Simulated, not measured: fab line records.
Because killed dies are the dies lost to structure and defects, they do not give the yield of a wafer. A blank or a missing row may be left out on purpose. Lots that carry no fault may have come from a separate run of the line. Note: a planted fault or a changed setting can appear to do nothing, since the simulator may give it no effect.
The tool behind it: which one? -- flow n5 finfet -- 33 wafers from 11 lots sampled at 4 of the route's 1938 steps

== WHAT EACH GAUGE READ, for each wafer ==
N5_PASSIVATION_CD_MEAS_44: the cd target is 40000 nm.
lot,measured,on,cd nm (nm)
L550,day 12 15:08,cd sem-03,40001 40000 40001
L552,day 12 10:07,cd sem-03,39997 40002 40003
L551,day 12 16:38,cd sem-03,40003 40001 40002
L553,day 13 07:37,cd sem-02,40000 40001 39994
L555,day 13 18:19,cd sem-01,40004 40000 40002
L561,day 15 17:23,cd sem-02,40002 40004 40005
L567,day 15 23:28,cd sem-03,39992 40001 40001
L566,day 16 04:11,cd sem-03,40005 40006 40000
L570,day 17 06:02,cd sem-02,39997 39998 39994
L573,day 18 01:17,cd sem-03,39996 39995 39996
L572,day 17 23:49,cd sem-03,39997 39997 39999

== TOOL THAT RAN EACH LOT (tool first, then ch and the chambers of the sampled wafers, then the start) ==
lot,N5_BEOL_M4_SPUTTER_81,N5_PASSIVATION_AL_DEP_21,N5_PASSIVATION_DESCUM_32
L550,"pvd sputter-02, day 8 05:07","pvd sputter-01, day 12 12:26","rie diel-06 ch 0,2,3, day 12 13:20"
L552,"pvd sputter-03, day 8 08:32","pvd sputter-01, day 12 07:47","rie diel-06 ch 0,1,3, day 12 08:28"
L551,"pvd sputter-01, day 8 13:26","pvd sputter-02, day 12 14:23","rie diel-02 ch 0,1,2, day 12 14:56"
L553,"pvd sputter-03, day 8 19:10","pvd sputter-02, day 13 05:17","rie diel-02 ch 1,2,3, day 13 05:50"
L555,"pvd sputter-03, day 9 07:26","pvd sputter-03, day 13 15:54","rie diel-02 ch 2,3, day 13 16:40"
L561,"pvd sputter-03, day 11 04:27","pvd sputter-02, day 15 15:06","rie diel-02 ch 0,1,2, day 15 15:40"
L567,"pvd sputter-01, day 11 14:08","pvd sputter-02, day 15 20:58","rie diel-06 ch 0,1,2, day 15 21:40"
L566,"pvd sputter-01, day 11 17:10","pvd sputter-01, day 16 00:49","rie diel-06 ch 0,2, day 16 01:54"
L570,"pvd sputter-02, day 12 22:15","pvd sputter-03, day 17 03:34","rie diel-06 ch 1,2, day 17 04:14"
L573,"pvd sputter-01, day 13 19:26","pvd sputter-02, day 17 22:51","rie diel-03 ch 0,2, day 17 23:38"
L572,"pvd sputter-03, day 13 19:33","pvd sputter-03, day 17 21:31","rie diel-06 ch 0,1,2, day 17 22:10"
- N5_BEOL_M4_SPUTTER_81: material Cu, target thk 4.5 nm, time 8.29 s.
- N5_PASSIVATION_AL_DEP_21: deposits Al, target thk 2800 nm, time 170 s.
- N5_PASSIVATION_DESCUM_32: chemistry O2, time 7.9 s.

== THE ANSWER, worked out from the rows above alone ==
Rule: what is usual is taken from the lots themselves. The widest of any qualifying gaps counts: lots, ordered by their means at a reading, are off when they make up no more than a third of the lots, leave a main group of 4 or more, and stand apart from it by 3 or more times the standard deviation of that group's means. A main group is skipped when, at the precision printed for the reading in the tables above, its means are all equal. Also off: a lot with no number at a reading for which 4 or more lots have one. Where the step has rows for the other lots, those lots are counted as sound.
Nothing can be told from this: no lot is off at any reading shown.

== WHAT THE SIMULATOR PUT IN ==
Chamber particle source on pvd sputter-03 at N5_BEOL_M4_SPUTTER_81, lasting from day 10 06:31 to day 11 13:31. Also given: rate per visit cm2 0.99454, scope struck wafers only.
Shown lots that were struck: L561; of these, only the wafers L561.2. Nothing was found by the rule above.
